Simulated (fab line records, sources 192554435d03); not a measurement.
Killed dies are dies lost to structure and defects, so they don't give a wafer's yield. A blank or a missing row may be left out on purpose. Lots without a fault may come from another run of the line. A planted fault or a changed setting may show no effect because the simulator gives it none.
Split-lot experiment | flow n5_finfet | 7 lots, 21 wafers read, on a route of 1938 steps

THE SPLIT
At N5_SD_EPI_P_ETCH_16 (etches SiO2 in CHF3/O2, target depth 5 nm), the setting target_depth_a was moved away from the recipe's 50 angstrom on 4 of the 21 wafers read, by -8.7% to +7.5%. The other wafers ran this setting at the recipe's value.

The reading is taken at the split's own step.

THE READING
etch.depth_nm (the simulator's own value, which no gauge read), in nm, at N5_SD_EPI_P_ETCH_16 (etches SiO2 in CHF3/O2, target depth 5 nm). The file gives no usual value for it. The 17 wafers here that ran the recipe average 5.022 nm, standard deviation 0.08 nm.

wafer  | tool, chamber at the split | target_depth_a as run, angstrom | against the recipe | etch.depth_nm, nm | against lot-mates on the recipe
L078.2 | rie_diel-02, 3             | 45.66                           | -8.7%              | 4.45              | -0.523
L078.3 | rie_diel-02, 1             | 50                              | recipe             | 4.973             | -
L078.4 | rie_diel-02, 0             | 45.66                           | -8.7%              | 4.609             | -0.364
L079.3 | rie_diel-03, 0             | 50                              | recipe             | 4.95              | -
L079.4 | rie_diel-03, 1             | 50                              | recipe             | 4.942             | -
L079.6 | rie_diel-03, 0             | 50                              | recipe             | 4.961             | -
L085.2 | rie_diel-06, 2             | 50                              | recipe             | 4.965             | -
L085.3 | rie_diel-06, 0             | 50                              | recipe             | 4.933             | -
L085.6 | rie_diel-06, 1             | 50                              | recipe             | 5.11              | -
L088.2 | rie_diel-06, 0             | 50                              | recipe             | 4.944             | -
L088.3 | rie_diel-06, 1             | 50                              | recipe             | 5.115             | -
L088.5 | rie_diel-06, 2             | 50                              | recipe             | 4.985             | -
L089.1 | rie_diel-06, 1             | 50                              | recipe             | 5.181             | -
L089.3 | rie_diel-06, 3             | 50                              | recipe             | 5.016             | -
L089.5 | rie_diel-06, 2             | 53.77                           | +7.5%              | 5.413             | +0.315
L090.3 | rie_diel-06, 3             | 50                              | recipe             | 5.002             | -
L090.5 | rie_diel-06, 3             | 46.75                           | -6.5%              | 4.717             | -0.297
L090.6 | rie_diel-06, 2             | 50                              | recipe             | 5.026             | -
L093.2 | rie_diel-02, 3             | 50                              | recipe             | 5.158             | -
L093.3 | rie_diel-02, 0             | 50                              | recipe             | 4.989             | -
L093.5 | rie_diel-02, 3             | 50                              | recipe             | 5.132             | -

THE FIT
A straight line over all 21 wafers: etch.depth_nm changes by +0.0539 nm for each +1% of target_depth_a; r = +0.92; the points scatter about the line by 0.082 nm.
The same after taking each lot's own level away (the mean of its wafers on the recipe; 21 wafers): +0.0478 nm for each +1%; r = +0.93; scatter 0.065 nm.
On that fit, the largest move of target_depth_a shifts the reading by 0.41 nm.
The lots' own levels span 4.9510 to 5.0985 nm, that is 1.8 times the standard deviation above.
So the lot-to-lot level changes the slope: the two fits differ.
Check: with one of the wafers moved furthest among these (-8.7%) left out of the fit, the line predicts -0.372 nm for it against its lot-mates. It came out at -0.523 nm against them.

OTHER SPLITS ON THESE WAFERS
These wafers also went through other splits before the reading. Each is held against what the fit with the lots' levels taken away leaves over:
other split on the same wafers        | wafers away from the commonest value | r with etch.depth_nm (lot level and that fit taken away)
N5_ZERO_LAYER_PECVD_02 time_s         | 7                                    | +0.24
N5_FIN_SAQP_SPACER1_ALD_24 ald_cycles | 8                                    | -0.28
N5_FIN_SAQP_ETCH_65 time_s            | 5                                    | +0.57
N5_DUMMY_GATE_HM_DEP_06 time_s        | 15                                   | +0.06
N5_DUMMY_GATE_EXPOSE_12 dose_mj       | 8                                    | -0.18
N5_SPACER0_ALD_00 ald_cycles          | 8                                    | -0.24
N5_SD_EPI_N_COAT_33 spin_rpm          | 9                                    | -0.29

THE FILE'S OWN FIT
etch.depth_nm changes by +0.0468 nm for each +1% of target_depth_a, r = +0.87.
